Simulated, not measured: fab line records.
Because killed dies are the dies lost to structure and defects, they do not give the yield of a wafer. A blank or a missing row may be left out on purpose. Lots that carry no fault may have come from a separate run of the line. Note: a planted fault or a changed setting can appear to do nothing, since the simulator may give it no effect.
Code-filled problem report in 8D (eight disciplines) form + flow n5-finfet + the parts of the form that need people (team, actions taken, sign-off) are left out

== 1. THE ISSUE ==
At N5_PASSIVATION_PECVD_35, run-length-s averages 186.4 s over 3 wafers from 2 lots, while fault-free wafers read 195.5 s, standard deviation 0.59. Measured from the usual mean, that is -15 standard deviations.
The step: deposits SiNx from SiH4/NH3/N2, target thk 700 nm, time 151.3 s.
Earliest sighting: wafer L205.4 on pecvd-02 at day 16 05:41. Wafers with a number at this step in the record: 30, from 10 lots. By rule, "out" or "out of limits" means more than 4 standard deviations away from the usual mean. The other wafers with a number count as sound.

== 2. WHAT IT IS AND WHAT IT IS NOT ==
| question                    | is                     | is not                                                                                       |
|-----------------------------|------------------------|----------------------------------------------------------------------------------------------|
| which readings at this step | run-length-s           | heater-power-w, showerhead-plenum-p-Torr, throttle-valve-pct                                 |
| which lots                  | L205, L206             | L195, L196, L197, L203, L209, L211, L212, L216                                               |
| which wafers of those lots  | L205.4, L205.6, L206.4 | L205.2, L206.1, L206.5                                                                       |
| read on which tools         | pecvd-02               | pecvd-03, pecvd-04                                                                           |
| when                        | from day 16 05:41      | up to then (13 sound wafers); but 14 sound wafers of L206, L209, L211, L212, L216 came after |

== 3. WHAT RULES OUT EACH SUSPECT ==
Counting: if a tool at a process step up to the reading ran every lot that is out, it stays a suspect. Sound lots after the first of them don't rule it out here, since some wafers of a struck lot are sound.
- pecvd-02 at N5_MIM_TOP_ETCH_PECVD_03 (deposits SiNx from SiH4/NH3/N2, target thk 20 nm, time 17.6 s): kept. It ran every lot that is out, first L205 (day 15 22:44); its last sound lot up to then is L203 (day 15 10:43).
- pecvd-02 at N5_PASSIVATION_PECVD_35 (deposits SiNx from SiH4/NH3/N2, target thk 700 nm, time 151.3 s): kept. It ran every lot that is out, first L205 (day 16 05:41); its last sound lot up to then is L196 (day 13 16:53). Its own readings are out on those wafers: run-length-s.
- In pecvd-02 at N5_MIM_TOP_ETCH_PECVD_03, the wafers that are out were processed in chamber 0 and their sound lot-mates in chambers 1, 2.
Remaining after the count are pecvd-02 at N5_MIM_TOP_ETCH_PECVD_03 and pecvd-02 at N5_PASSIVATION_PECVD_35.

== 4. THE CAUSE (what the simulator had put in) ==
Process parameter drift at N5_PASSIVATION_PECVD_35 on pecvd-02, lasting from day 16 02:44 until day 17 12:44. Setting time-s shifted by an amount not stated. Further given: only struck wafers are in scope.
Counting leaves 2 suspects; this tool is one of them.

== 5. SEQUENCE OF EFFECTS, ordered by route ==
Rows list readings where the struck wafers' mean (over those with a number) sits beyond 3 standard deviations from the usual. Readings are gone through only where the record gives a usual standard deviation; hours: the median, over the lots, of the time from a lot's start at the first step in this table giving one to that lot's start at this step; sigmas: the change measured in usual standard deviations.
| hours | step                    | reading      | usual   | on struck wafers | change | sigmas |
|-------|-------------------------|--------------|---------|------------------|--------|--------|
| 0     | N5_PASSIVATION_PECVD_35 | run-length-s | 195.5 s | 186.4            | -9.1   | -15    |
The process steps in it:
- N5_PASSIVATION_PECVD_35: deposits SiNx from SiH4/NH3/N2, target thk 700 nm, time 151.3 s.

== 6. WHAT WOULD HAVE CAUGHT IT SOONER ==
In this record no reading fell out of limits until day 16 05:41, 3 hours after the fault had begun at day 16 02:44.
